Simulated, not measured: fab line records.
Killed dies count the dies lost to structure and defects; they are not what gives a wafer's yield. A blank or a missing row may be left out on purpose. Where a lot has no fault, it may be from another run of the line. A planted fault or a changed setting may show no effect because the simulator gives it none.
Matching of chambers || flow n5_finfet || N5_BEOL_M1_ALD_84 on ald_metal-01: 4 sister chambers
The step deposits TaN, pulse time 2 s, purge time 3 s, co reactant purge time 2 s. 4 wafers are shown with their chamber, then 9 later ones without.

WAFERS WITH THEIR CHAMBER
{"wafer": "L078.5", "chamber": 1, "heater_power_w (W)": 420}
{"wafer": "L082.3", "chamber": 0, "heater_power_w (W)": 402}
{"wafer": "L082.4", "chamber": 3, "heater_power_w (W)": 421}
{"wafer": "L082.6", "chamber": 2, "heater_power_w (W)": 523}

WAFERS WHOSE CHAMBER IS MISSING
{"wafer": "L088.2", "heater_power_w (W)": 406}
{"wafer": "L088.4", "heater_power_w (W)": 526}
{"wafer": "L088.5", "heater_power_w (W)": 411}
{"wafer": "L093.1", "heater_power_w (W)": 511}
{"wafer": "L093.4", "heater_power_w (W)": 414}
{"wafer": "L093.6", "heater_power_w (W)": 421}
{"wafer": "L096.1", "heater_power_w (W)": 513}
{"wafer": "L096.4", "heater_power_w (W)": 424}
{"wafer": "L096.5", "heater_power_w (W)": 416}

THE CHAMBER EACH PASSED THROUGH
{"wafer": "L088.2", "from the rows above": "can't be placed: 0 or 1 or 3", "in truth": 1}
{"wafer": "L088.4", "from the rows above": 2, "in truth": 2}
{"wafer": "L088.5", "from the rows above": "can't be placed: 0 or 1 or 3", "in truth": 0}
{"wafer": "L093.1", "from the rows above": 2, "in truth": 2}
{"wafer": "L093.4", "from the rows above": "can't be placed: 1 or 3 or 0", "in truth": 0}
{"wafer": "L093.6", "from the rows above": "can't be placed: 3 or 1", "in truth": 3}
{"wafer": "L096.1", "from the rows above": 2, "in truth": 2}
{"wafer": "L096.4", "from the rows above": "can't be placed: 3 or 1", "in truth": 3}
{"wafer": "L096.5", "from the rows above": "can't be placed: 1 or 3 or 0", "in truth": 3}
Correct placement for 3 of the 9. Unplaceable from these rows: 6, with the true chamber sitting among the candidates in 6. 0 placed wrongly.
How it was worked out, from the rows above alone: a wafer's distance from a chamber is the root of the sum, over the readings, of the square of ((its reading less the chamber's mean) divided by the reading's scatter). If the next closest chamber is less than 2 further off than the closest, the wafer can't be placed; otherwise it belongs to the closest. For every chamber, the mean is computed from those of its wafers that are shown. The scatter: with one shown wafer a chamber, the root of the mean of the squares of how far each hidden wafer lies from its nearest shown one.
